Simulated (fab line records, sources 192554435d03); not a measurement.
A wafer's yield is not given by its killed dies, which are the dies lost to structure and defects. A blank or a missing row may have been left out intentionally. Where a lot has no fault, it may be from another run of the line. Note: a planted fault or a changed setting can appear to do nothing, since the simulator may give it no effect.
Struck lot and sound lot, side by side    flow n5-finfet    14 out of 1938 route steps
Sound: the wafers L694.2, L694.5, L694.6. Struck: wafers L700.2, L700.3, L700.4. The cause is named last.
Per side, at each step with rows, come the tool, then ch with its chambers, and then its first start. Under that, the readings that differ: sound wafers    struck wafers    difference of the means    sigmas: that difference in standard deviations of wafers without a fault.
alike: a reading whose means differ by less than 2 such deviations, as well as words and numbers matching on both sides. not compared: withheld readings; readings where some wafer has no value; bounds like >300 that might hide an equal value; numbers whose values overlap and for which the record gives no deviation.
Wherever a step has rows on one side only, a row that says differs or no value, or a row with sigmas, the two part there. Numbers that have no deviation but don't overlap get no sigmas and don't part them. Lack of a reading on every wafer of one side parts them only where that side has two or more wafers.

N5_BEOL_M9_ETCH_62: etches SOC in N2/H2, target depth 110 nm, overetch 22 nm, time 165 s.
  sound on rie-diel-01 ch 2,3, day 11 20:55; struck on rie-diel-03 ch 0,1,2, day 13 12:43
  alike: drypump-motor-current-A, oes-product-au, rf-vpp-V, showerhead-plenum-p-Torr, temp-c, throttle-valve-pct
  not compared: rf-hours-counter-h
then, 1 step without rows for these wafers: N5_BEOL_M9_STRIP_68 (strips in N2/H2).
N5_BEOL_M9_STRIP_67: strips in CF4.
  sound on rie-diel-01 ch 2,3, day 11 21:04; struck on rie-diel-03 ch 0,1,2, day 13 12:51
  alike: cf4-flow-sccm, drypump-motor-current-A, oes-product-au, rf-vpp-V, showerhead-plenum-p-Torr, throttle-valve-pct
  not compared: rf-hours-counter-h
N5_BEOL_M9_HM_OPEN_17: chemistry Cl2/BCl3, target TiN, target depth 20 nm, overetch 6 nm.
  sound on rie-metal-02 ch 0,1, day 11 21:06; struck on rie-metal-02 ch 0,1, day 13 12:53
  alike: drypump-motor-current-A, oes-product-au, throttle-valve-pct
  not compared: rf-hours-counter-h
N5_BEOL_M9_STRIP_19: strips in O2.
  sound on rie-diel-01 ch 0,1,2, day 11 21:19; struck on rie-diel-01 ch 0,2,3, day 13 13:07
  alike: drypump-motor-current-A, oes-product-au, rf-vpp-V, showerhead-plenum-p-Torr, temp-c, throttle-valve-pct
  not compared: rf-hours-counter-h
N5_BEOL_M9_CD_MEAS_18: pitch 140 nm, target cd 70 nm.
  sound on cd-sem-03, day 11 21:23; struck on cd-sem-02, day 13 13:11
  alike: cd-nm
then, 6 steps without rows for these wafers: N5_BEOL_M9_COAT_63 (time 60 s, resist thk 60 nm); N5_BEOL_M9_COAT_64 (time 60 s, resist thk 12 nm); N5_BEOL_M9_COAT_75 (time 60 s, resist thk 5 nm); N5_BEOL_M9_COAT_22 (resist thk 30 nm); N5_BEOL_M9_EBR_24; N5_BEOL_M9_SOFTBAKE_23 (time 60 s).
N5_BEOL_M9_EXPOSE_25: exposes mask V8.
  struck on euv-scanner-01, day 13 14:40; sound on euv-scanner-01 ch 0, day 11 22:27
  no value came back on the struck wafers for exposure-dose-mJ-cm2, focus-offset-nm (nm); on the sound wafers exposure-dose-mJ-cm2 reads 37.1 37.2 37.1
  alike: mask
then, 1 step without rows for these wafers: N5_BEOL_M9_PEB_26 (peb time 60 s).

## WHERE THEY PART
Only at N5_BEOL_M9_EXPOSE_25, as far as this record shows.

WHY: what the simulator had put in
At N5_BEOL_M9_EXPOSE_25, the step was skipped entirely on euv-scanner-01 from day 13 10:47 on. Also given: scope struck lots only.
